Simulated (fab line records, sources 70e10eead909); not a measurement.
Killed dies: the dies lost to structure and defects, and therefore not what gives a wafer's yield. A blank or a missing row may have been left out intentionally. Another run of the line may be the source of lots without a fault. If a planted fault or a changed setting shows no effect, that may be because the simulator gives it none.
What tool caused it?	flow nand harc	13 lots with 39 wafers sampled at 5 steps, on a route of 1159 steps

## WHAT EACH GAUGE READ, for each wafer
NHARC_P_START_INSPECT_01. Usual: 3.5 for raw defect count, sd 2.
lot	measured	on	raw defect count	flag
L146	day 1 18:02	defect inspect-02	2 2 2	
L147	day 2 00:02	defect inspect-01	5 4 3	
L148	day 2 06:02	defect inspect-01	4 1 5	
L150	day 2 18:02	defect inspect-01	3 5 1	
L152	day 3 06:02	defect inspect-01	4 2 2	
L153	day 3 12:02	defect inspect-02	1 1 1	
L154	day 3 18:02	defect inspect-01	7 1 1	
L156	day 4 06:02	defect inspect-02	4 8 5	
L158	day 4 18:02	defect inspect-02	3 0 2	
L163	day 6 00:02	defect inspect-01	2 5 5	
L165	day 6 12:02	defect inspect-02	4 1 7	
L166	day 6 18:02	defect inspect-01	4 1 2	
L168	day 7 06:02	defect inspect-01	8 3 4	

NHARC_END_SORT_01. Usual: killed at array 29, standard deviation 8.4; killed at other 0.7, standard deviation 1.2; killed at periphery 3.8, standard deviation 2.1; killed dies 33, standard deviation 9; killed open 3.4, standard deviation 2; killed short 2.1, standard deviation 1.4.
lot	measured	on	killed at array	killed at other	killed at periphery	killed dies	killed open	killed short	flag
L163	day 23 22:16	prober-01	39 45 50	2 1 0	0 4 3	41 50 53	2 3 4	2 1 1	
L166	day 24 07:41	prober-01	40 33 35	1 1 1	8 4 7	49 38 43	2 4 4	5 2 3	

## WHAT TOOL EACH LOT RAN ON (gives the tool, then ch and the chambers of the sampled wafers, and finally the start)
lot	NHARC_P_ZERO_WELL_DESCUM_54	NHARC_P_STI_OXIDE_29	NHARC_P_STI_ETCH_15
L146	rie diel-02 ch 1,2,3, day 1 23:39	furnace-03 ch 0, day 2 05:00	rie si-05 ch 0,1, day 2 17:08
L147	rie diel-02 ch 0,1,3, day 2 05:57	furnace-04 ch 0, day 2 11:34	rie si-02 ch 1,2, day 2 23:25
L148	rie diel-07 ch 1,3, day 2 11:50	furnace-04 ch 0, day 2 20:08	rie si-04 ch 0,1, day 3 08:05
L150	rie diel-02 ch 1,2, day 2 23:58	furnace-04 ch 0, day 3 05:36	rie si-02 ch 0,1,2, day 3 17:38
L152	rie diel-04 ch 1,3, day 3 11:46	furnace-04 ch 0, day 3 17:23	rie si-05 ch 2,3, day 4 05:07
L153	rie diel-07 ch 1,2,3, day 3 17:41	furnace-07 ch 0, day 4 02:29	rie si-02 ch 0,1,2, day 4 19:29
L154	rie diel-04 ch 1,2,3, day 3 23:52	furnace-07 ch 0, day 4 02:29 and furnace-04 ch 0, day 4 07:26	rie si-05 ch 2,3, day 4 17:47
L156	rie diel-07 ch 0,1,2, day 4 11:43	furnace-03 ch 0, day 4 17:19	rie si-02 ch 0,1,3, day 5 05:13
L158	rie diel-02 ch 1,2,3, day 4 23:59	furnace-04 ch 0, day 5 08:09	rie si-04 ch 0,1,2, day 5 20:15
L163	rie diel-02 ch 0,2,3, day 6 05:58	furnace-04 ch 0, day 6 11:43	rie si-04 ch 1,2,3, day 6 23:41
L165	rie diel-07 ch 0,1, day 6 18:16	furnace-03 ch 0, day 7 02:28	rie si-02 ch 1,2, day 7 14:30
L166	rie diel-04 ch 1,2,3, day 6 23:56	furnace-03 ch 0, day 7 02:28	rie si-05 ch 0,1,2, day 7 14:39
L168	rie diel-04 ch 1,2, day 7 12:02	furnace-03 ch 0, day 7 18:55	rie si-05 ch 0,1,2, day 8 06:58
- NHARC_P_ZERO_WELL_DESCUM_54: chemistry O2, time 3 s.
- NHARC_P_STI_OXIDE_29: material SiO2, target thk 10 nm, ox time 1362 s.
- NHARC_P_STI_ETCH_15: etches the open film in HBr/Cl2, target depth 300 nm, time 100.1 s.

## AS READ BY THE TOOLS THEMSELVES (means over the sampled wafers that have a number; for cases with no such wafer, the mark the record gives instead)
NHARC_P_ZERO_WELL_DESCUM_54. Usual: drypump motor current A 5.7 A, standard deviation 0.38; oes product au 1.005 a.u., standard deviation 0.0074; rf vpp V 58.2 V, standard deviation 0.84; showerhead plenum p Torr 1.98 Torr, standard deviation 0.067; throttle valve pct 11.311 %, standard deviation 0.0099.
lot	tool	drypump motor current A (A)	oes product au (a.u.)	rf vpp V (V)	showerhead plenum p Torr (Torr)	throttle valve pct (%)	flag
L146	rie diel-02	5.5	1.008	58.2	2.00	11.316	
L147	rie diel-02	5.8	1.006	58.2	2.00	11.306	
L148	rie diel-07	5.3	0.989	58.1	1.87	11.315	
L150	rie diel-02	5.6	1.000	58.3	1.97	11.311	
L152	rie diel-04	6.2	1.003	58.2	2.03	11.310	
L153	rie diel-07	5.4	1.002	58.3	1.94	11.324	
L154	rie diel-04	6.0	1.007	57.9	2.01	11.314	
L156	rie diel-07	5.3	1.001	58.6	1.99	11.311	
L158	rie diel-02	5.6	1.014	58.3	1.99	11.311	
L163	rie diel-02	5.8	1.017	58.6	1.95	11.314	
L165	rie diel-07	5.2	0.996	58.5	2.00	11.316	
L166	rie diel-04	6.0	1.003	58.0	2.01	11.313	
L168	rie diel-04	5.7	1.006	58.4	1.99	11.313	

NHARC_P_STI_OXIDE_29. Usual: ox temp c 900.0 C, standard deviation 0.45; zone power lower pct 17.27 %, standard deviation 0.24.
lot	tool	ox temp c (C)	zone power lower pct (%)	flag
L146	furnace-03	900.0	17.19	
L147	furnace-04	899.8	17.28	
L148	furnace-04	900.6	17.01	
L150	furnace-04	899.7	17.32	
L152	furnace-04	900.2	17.18	
L153	furnace-07	899.8	17.84	
L154	furnace-07/furnace-04	900.0	17.46	
L156	furnace-03	900.0	17.33	
L158	furnace-04	899.4	17.20	
L163	furnace-04	900.2	17.21	
L165	furnace-03	900.0	17.16	
L166	furnace-03	899.9	17.25	
L168	furnace-03	900.2	17.33	

NHARC_P_STI_ETCH_15. Usual: drypump motor current A 5.8 A, standard deviation 0.45; oes product au 0.997 a.u., standard deviation 0.0088; throttle valve pct 26.406 %, standard deviation 0.009.
lot	tool	drypump motor current A (A)	oes product au (a.u.)	throttle valve pct (%)	flag
L146	rie si-05	5.5	0.985	26.405	
L147	rie si-02	5.9	0.986	26.400	
L148	rie si-04	5.0	1.001	26.403	
L150	rie si-02	5.8	1.000	26.401	
L152	rie si-05	6.1	0.997	26.404	
L153	rie si-02	5.8	0.997	26.407	
L154	rie si-05	5.6	0.993	26.407	
L156	rie si-02	6.0	0.992	26.404	
L158	rie si-04	5.4	0.999	26.402	
L163	rie si-04	5.5	1.002	26.411	
L165	rie si-02	6.0	1.008	26.408	
L166	rie si-05	5.9	1.006	26.405	
L168	rie si-05	5.8	1.000	26.405	

## THE ANSWER, worked out from the rows above alone
Rule: a lot is off if the mean of its wafers that have a number lies more than 3 standard deviations from the usual mean. A lot without any number at a reading at which 4 lots or more have one is off too. Where the step has rows for the other lots, those lots are counted as sound. First the gauges in route order, then the tools' own readings, where a lot's mean is used as printed above. At the first step where some lot is off, the reading lying furthest off is the one used; lots without a number count as furthest.
No lot is off on any of the readings shown, so nothing can be concluded from this.

## WHAT HAD BEEN PUT IN BY THE SIMULATOR
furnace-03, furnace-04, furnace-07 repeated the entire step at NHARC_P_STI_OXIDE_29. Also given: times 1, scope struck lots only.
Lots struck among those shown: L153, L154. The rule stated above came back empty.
